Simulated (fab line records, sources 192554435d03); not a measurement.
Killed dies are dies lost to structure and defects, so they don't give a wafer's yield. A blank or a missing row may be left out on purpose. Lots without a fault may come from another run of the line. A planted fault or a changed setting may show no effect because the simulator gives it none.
A struck lot beside a sound one | flow n5_finfet | 36 steps out of a route of 1938
Sound: wafers L959.1, L959.4, L959.5. Struck: wafers L949.1, L949.4, L949.6. The cause comes at the end.
At each step with rows: each side's tool, then ch and its chambers, then its first start. Under that, the readings that differ: sound wafers | struck wafers | difference of the means | sigmas: that difference in standard deviations of wafers without a fault.
alike: readings whose means differ by less than 2 such deviations, and words and numbers that are the same on both sides. not compared: withheld readings, readings that some wafer has no value for, bounds like >300 that may hide the same value, and numbers for which the record gives no deviation and whose values overlap.
The two part at a step that has a row with sigmas, a row that says differs or no value, or rows on one side only. Numbers that don't overlap but have no deviation are shown without sigmas and don't part them. A reading that every wafer of one side lacks parts them only if that side has two wafers or more.

first, 9 steps without rows for these wafers: N5_BEOL_M4_ANNEAL_95 (time 240 s); N5_BEOL_M4_SPUTTER_96 (material Cu, target thk 4.5 nm, time 8.29 s); N5_BEOL_M4_ECD_50 (material Cu, target thk 300 nm); N5_BEOL_M4_ANNEAL_51 (time 90 s); N5_BEOL_M4_CMP_52 (polishes, stops on SiOC, t overpolish 6.8 s, target thk 40 nm); N5_BEOL_M4_PRE_CLEAN_60 (time 15 s); N5_BEOL_M4_CO_CAP_55 (material Co, precursor CCTBA/H2, target thk 2 nm, time 102.1 s); N5_BEOL_M4_PRE_CLEAN_56 (time 15 s); N5_BEOL_M4_DEP_57 (deposits SiCN from 3MS/NH3, target thk 8 nm, time 14 s).
N5_BEOL_M4_RC_MEAS_101:
  sound on prober-02 ch 0, day 12 01:07; struck on prober-01 ch 0, day 9 16:49
  alike: DIBL_N, DIBL_P, IOFF_N, IOFF_P, ION_N, ION_P, SS_N, SS_P, VT_N, VT_P
then, 24 steps without rows for these wafers: N5_BEOL_M5_ILD_DEP_00 (deposits SiCOH lowk from DEMS/porogen, target thk 140.64 nm, time 25.9 s); N5_BEOL_M5_CURE_79 (cures SiCOH lowk, time 240 s); N5_BEOL_M5_PECVD_70 (deposits SiO2 from TEOS/O2, target thk 16 nm, time 18 s); N5_BEOL_M5_HM_DEP_02 (deposits TiN, target thk 20 nm); N5_BEOL_M5_COAT_59 (time 60 s, resist thk 60 nm); N5_BEOL_M5_COAT_60 (time 60 s, resist thk 12 nm); N5_BEOL_M5_COAT_71 (time 60 s, resist thk 5 nm); N5_BEOL_M5_COAT_05 (resist thk 30 nm); N5_BEOL_M5_EBR_07; N5_BEOL_M5_SOFTBAKE_06 (time 60 s); N5_BEOL_M5_EXPOSE_08 (exposes mask M5, target cd 28 nm); N5_BEOL_M5_PEB_09 (peb time 60 s); N5_BEOL_M5_DEVELOP_10 (develop time 30 s); N5_BEOL_M5_DESCUM_16 (chemistry O2, time 7 s); N5_BEOL_M5_ETCH_72 (etches underlayer in N2/H2, target depth 6.5 nm, time 5.2 s); N5_BEOL_M5_ETCH_61 (etches SiARC in CF4, target depth 15.6 nm, time 26 s); N5_BEOL_M5_ETCH_62 (etches SOC in N2/H2, target depth 75 nm, overetch 15 nm, time 112.5 s); N5_BEOL_M5_STRIP_63 (strips in N2/H2); N5_BEOL_M5_STRIP_73 (strips in N2/H2); N5_BEOL_M5_STRIP_64 (strips in CF4); N5_BEOL_M5_HM_OPEN_17 (chemistry Cl2/BCl3, target TiN, target depth 20 nm, overetch 6 nm); N5_BEOL_M5_STRIP_19 (strips in O2); N5_BEOL_M5_COAT_65 (time 60 s, resist thk 60 nm); N5_BEOL_M5_COAT_66 (time 60 s, resist thk 12 nm).
N5_BEOL_M10_PECVD_70: deposits SiO2 from TEOS/O2, target thk 20 nm, time 22.7 s.
  sound on pecvd-01 ch 1,2, day 14 03:07; struck on pecvd-01 ch 1,2, day 11 11:58
  no value came back on the struck wafers for any of 6 readings (chamber_pressure_Torr (Torr), heater_power_outer_w (W) and others); on the sound wafers chamber_pressure_Torr (Torr) reads 5.488 5.501 5.497
-- the record jumps here: 3 days lie between the struck wafers' starts before and after (it left off in module BEOL_M10 and takes up again in module PASSIVATION, whose first step shown is number 1936 of the route) --
N5_PASSIVATION_PROBE_49:
  sound on prober-02, day 16 20:52; struck on prober-01, day 14 01:26
  reading                  | sound          | struck         | difference | sigmas
  defect_limited_yield (%) | 89.9 90.9 91.7 | 61.9 62.0 66.3 | -27.4      | -18
  killed_at_M4_up          | 24 16 10       | 349 356 320    | +325       | +59
  killed_at_other          | 10 8 8         | 1 3 1          | -7         | -2
  killed_dies              | 119 107 98     | 449 448 398    | +324       | +18
  killed_on_rim            | 16 9 18        | 29 109 18      | +38        | +9
  sort_bin_5_function (%)  | 6.2 5.1 5.1    | 34.1 33.8 30.8 | +27.4      | +27
  sort_n_pass              | 1061 1073 1082 | 731 732 782    | -324       | -18
  sort_yield_pct (%)       | 89.9 90.9 91.7 | 61.9 62.0 66.3 | -27.4      | -18
  alike: killed_at_M0_to_M3, killed_at_contacts, killed_at_front_end, killed_open, killed_short, sort_bin_6_memory

WHERE THEY PART
First at N5_BEOL_M10_PECVD_70; last, within this record, at N5_PASSIVATION_PROBE_49.

WHY: what the simulator had put in
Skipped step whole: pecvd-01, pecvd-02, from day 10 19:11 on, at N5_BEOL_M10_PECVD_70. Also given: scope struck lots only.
